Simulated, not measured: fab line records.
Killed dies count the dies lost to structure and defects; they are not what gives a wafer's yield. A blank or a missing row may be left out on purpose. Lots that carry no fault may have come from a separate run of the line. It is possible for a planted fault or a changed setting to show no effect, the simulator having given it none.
Comparing a struck lot with a sound one	flow n5 finfet	25 steps out of a route of 1938
Sound: the wafers L286.1, L286.4, L286.5. Struck: wafer L293.5. (L293.1 of the same lot was not struck and is left out.) The cause comes at the end.
Order at every step that has rows: each side's tool, ch and its chambers, its first start. Under that, the readings that differ: sound wafers	struck wafers	difference of the means	sigmas: that difference in standard deviations of wafers without a fault.
alike: same words and numbers on both sides, and readings whose means sit less than 2 such deviations apart. not compared: any withheld reading, any reading some wafer has no value for, any bound like >300 that may hide the same value, and any number with overlapping values for which the record gives no deviation.
A row with sigmas, a row that says differs or no value, or rows on one side alone: a step with any of these is where the two part. Numbers that don't overlap but have no deviation are shown without sigmas and don't part them. A reading missing from all wafers of one side parts the sides only when that side holds two or more wafers.

first, 1 step without rows for these wafers: N5_BEOL_M14_HARDBAKE_32 (time 120 s).
N5_BEOL_M14_CD_MEAS_28 targets a cd of 284.4 nm.
  sound on cd sem-03 ch 0, day 10 21:44; struck on cd sem-02 ch 0, day 13 03:54
  alike: cd nm
N5_BEOL_M14_OVL_MEAS_29:
  sound on overlay-01 ch 0, day 10 21:46; struck on overlay-02 ch 0, day 13 03:56
  alike: M14_OVL
N5_BEOL_M14_INSPECT_30: inspects for defects (macro).
  sound on defect inspect-02, day 10 21:47; struck on defect inspect-01, day 13 03:57
  alike: raw defect count
then, 2 steps without rows for these wafers: N5_BEOL_M14_DESCUM_33 (chemistry O2, time 7.9 s); N5_BEOL_M14_ETCH_67 (etches SiARC in CF4, target depth 143 nm, time 238.3 s).
N5_BEOL_M14_ETCH_68: etches SOC in N2/H2, time 450 s.
  sound on rie diel-01 ch 0,2,3, day 10 22:01; struck on rie diel-02 ch 2, day 13 04:10
reading	sound	struck	difference	sigmas
rf vpp V (V)	524.2 523.8 521.7	528.3	+5.1	+2
showerhead plenum p Torr (Torr)	2.58 2.55 2.44	2.70	+0.18	+2
  alike: drypump motor current A, oes product au, throttle valve pct
  not compared: rf hours counter h
then, 1 step without rows for these wafers: N5_BEOL_M14_STRIP_69 (strips in N2/H2).
N5_BEOL_M14_TRENCH_ETCH_34: etches SiO2 in C4F8/O2/Ar, target depth 556.65 nm, time 126.9 s.
  sound on rie diel-01 ch 0,2,3, day 10 22:17; struck on rie diel-02 ch 2, day 13 04:26
reading	sound	struck	difference	sigmas
showerhead plenum p Torr (Torr)	3.51 3.44 3.31	3.63	+0.21	+2
  alike: drypump motor current A, oes product au, rf vpp V, throttle valve pct
  not compared: rf hours counter h
then, 1 step without rows for these wafers: N5_BEOL_M14_STRIP_70 (strips in C4F8/O2/Ar).
N5_BEOL_M14_OCD_MEAS_35:
  sound on ocd-01, day 10 22:26; struck on ocd-02, day 13 04:36
  alike: trench depth nm
then, 1 step without rows for these wafers: N5_BEOL_M14_STRIP_37 (strips in O2).
N5_BEOL_M14_ETCH_38: etches SiCN in CF4/N2, target depth 106.5 nm, time 120.6 s.
  sound on rie diel-01 ch 0,2, day 10 23:18; struck on rie diel-05 ch 0, day 13 05:20
reading	sound	struck	difference	sigmas
oes product au (a.u.)	0.74 0.75 0.74	0.53	-0.21	-3
rf vpp V (V)	378.4 380.2 382.6	383.2	+2.8	+2
model.etch.depth nm (nm)	94.22 94.78 97.38	48.54	-46.92	
model.SiO2_of_BEOL_M14_ILD_DEP_00.thk nm (nm)	1044 1072 1059	1112	+54	
  alike: drypump motor current A, showerhead plenum p Torr, throttle valve pct
  not compared: rf hours counter h
then, 2 steps without rows for these wafers: N5_BEOL_M14_PRECLEAN_39 (cleans in residue remover, time 60 s); N5_BEOL_M14_SRD_40 (time 30 s, dry time 30 s).
N5_BEOL_M14_DEGAS_41: time 60 s.
  sound on pvd sputter-03, day 11 00:05; struck on pvd sputter-01, day 13 05:53
  alike: heater power w
then, 1 step without rows for these wafers: N5_BEOL_M14_PRE_CLEAN_42 (time 30 s).
N5_BEOL_M14_SPUTTER_43: material TaN, target thk 15 nm, time 24.19 s.
  sound on pvd sputter-03, day 11 00:10; struck on pvd sputter-01, day 13 05:58
  alike: bias v, cathode dc power W, throttle valve pct
then, 3 steps without rows for these wafers: N5_BEOL_M14_SPUTTER_44 (material Ta, target thk 15 nm, time 24.19 s); N5_BEOL_M14_SPUTTER_45 (material Cu, target thk 100 nm, time 16.67 s); N5_BEOL_M14_ECD_47 (material Cu, target thk 1248 nm).
N5_BEOL_M14_ANNEAL_48: time 90 s.
  sound on rtp anneal-02 ch 0, day 11 00:38; struck on rtp anneal-02 ch 0, day 13 06:25
  alike: wafer_temp_C_max
N5_BEOL_M14_CMP_49: polishes, stops on SiO2, t overpolish 5.2 s, target thk 560 nm.
  sound on cmp-01 ch 0,1,3, day 11 00:56; struck on cmp-02 ch 2, day 13 06:51
reading	sound	struck	difference	sigmas
model.SiO2_of_BEOL_M14_ILD_DEP_00.thk nm (nm)	1029 1057 1044	1097	+54	
  alike: barrier field endpoint s, motor current A, overpolish run s, time to endpoint s
  not compared: pad life wafers
N5_BEOL_M14_THK_MEAS_50: measures by xrf.
  sound on film metro-01, day 11 01:13; struck on film metro-01, day 13 07:02
  alike: M14_THK
N5_PASSIVATION_PROBE_49:
  record: rows for the struck wafers here (prober-01, day 14 04:20), none for the sound ones

WHERE THEY PART
Earliest at N5_BEOL_M14_ETCH_68; latest, in this record, at N5_PASSIVATION_PROBE_49.

WHY: what had been put in by the simulator
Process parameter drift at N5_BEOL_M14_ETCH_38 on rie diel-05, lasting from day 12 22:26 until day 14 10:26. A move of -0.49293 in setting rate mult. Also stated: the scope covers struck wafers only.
